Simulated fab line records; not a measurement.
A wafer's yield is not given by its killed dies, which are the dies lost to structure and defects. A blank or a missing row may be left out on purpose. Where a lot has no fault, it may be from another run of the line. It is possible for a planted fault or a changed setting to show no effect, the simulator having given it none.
Which tool did it?    flow n5 finfet    Sampling: 7 lots, 21 wafers, 4 of 1938 route steps

WHAT EACH GAUGE READ, for each wafer
N5_BEOL_M11_CD_MEAS_18: pitch 140 nm, target cd 70 nm.
lot   measured      on         cd nm (nm)
L434  day 10 14:56  cd sem-02  69.6 69.7 69.9
L436  day 10 23:04  cd sem-01  - - -
L439  day 12 02:52  cd sem-02  69.3 70.0 69.9
L447  day 13 17:24  cd sem-02  70.0 69.5 69.8
L453  day 15 16:03  cd sem-02  69.3 69.6 69.3
L454  day 16 06:49  cd sem-01  70.3 70.3 70.8
L455  day 16 10:35  cd sem-01  69.5 70.6 69.9

WHAT TOOL EACH LOT RAN ON (gives the tool, then ch and the chambers of the sampled wafers, and finally the start)
lot   N5_BEOL_M11_ETCH_62                 N5_BEOL_M11_HM_OPEN_17             N5_BEOL_M11_STRIP_19
L434  rie diel-05 ch 0,2,3, day 10 14:29  rie metal-03 ch 1, day 10 14:40    rie diel-05 ch 0,1, day 10 14:52
L436  rie diel-02 ch 1,2, day 10 22:35    rie metal-01 ch 0,1, day 10 22:46  rie diel-02 ch 0,1, day 10 22:59
L439  rie diel-06 ch 0,2,3, day 12 02:30  rie metal-03 ch 0,1, day 12 02:43  rie diel-06 ch 0,3, day 12 02:48
L447  rie diel-05 ch 0,1,3, day 13 16:58  rie metal-01 ch 0,1, day 13 17:09  rie diel-06 ch 0,3, day 13 17:20
L453  rie diel-05 ch 0,1, day 15 15:41    rie metal-02 ch 0,1, day 15 15:52  rie diel-06 ch 1,2,3, day 15 15:59
L454  rie diel-06 ch 0,3, day 16 06:11    rie metal-03 ch 0,1, day 16 06:23  rie diel-06 ch 0,3, day 16 06:45
L455  rie diel-02 ch 2,3, day 16 10:12    rie metal-03 ch 0,1, day 16 10:24  rie diel-02 ch 0,2,3, day 16 10:31
- N5_BEOL_M11_ETCH_62: etches SOC in N2/H2, target depth 110 nm, overetch 22 nm, time 165 s.
- N5_BEOL_M11_HM_OPEN_17: chemistry Cl2/BCl3, target TiN, target depth 20 nm, overetch 6 nm.
- N5_BEOL_M11_STRIP_19: strips in O2.

THE ANSWER, worked out from the rows above alone
Rule: the lots themselves supply what counts as usual. The widest of any qualifying gaps counts: lots, ordered by their means at a reading, are off when they make up no more than a third of the lots, leave a main group of 4 or more, and stand apart from it by 3 or more times the standard deviation of that group's means. If all means in a main group match to the digits the tables above print for the reading, that group is not used. A lot without any number at a reading at which 4 lots or more have one is off too. All remaining lots with rows at the step are treated as sound.
Off: L436, at N5_BEOL_M11_CD_MEAS_18 (cd nm). Without a number there: L436. The main group: mean 69.8 nm, standard deviation 0.33.
If a tool, at a process step before that reading, ran all the lots that are off and no sound lot after the first of them, it fits. The gauges at N5_BEOL_M11_CD_MEAS_18 are tried like those tools. Not one of the candidates tried fits.

WHAT THE SIMULATOR HAD PUT IN
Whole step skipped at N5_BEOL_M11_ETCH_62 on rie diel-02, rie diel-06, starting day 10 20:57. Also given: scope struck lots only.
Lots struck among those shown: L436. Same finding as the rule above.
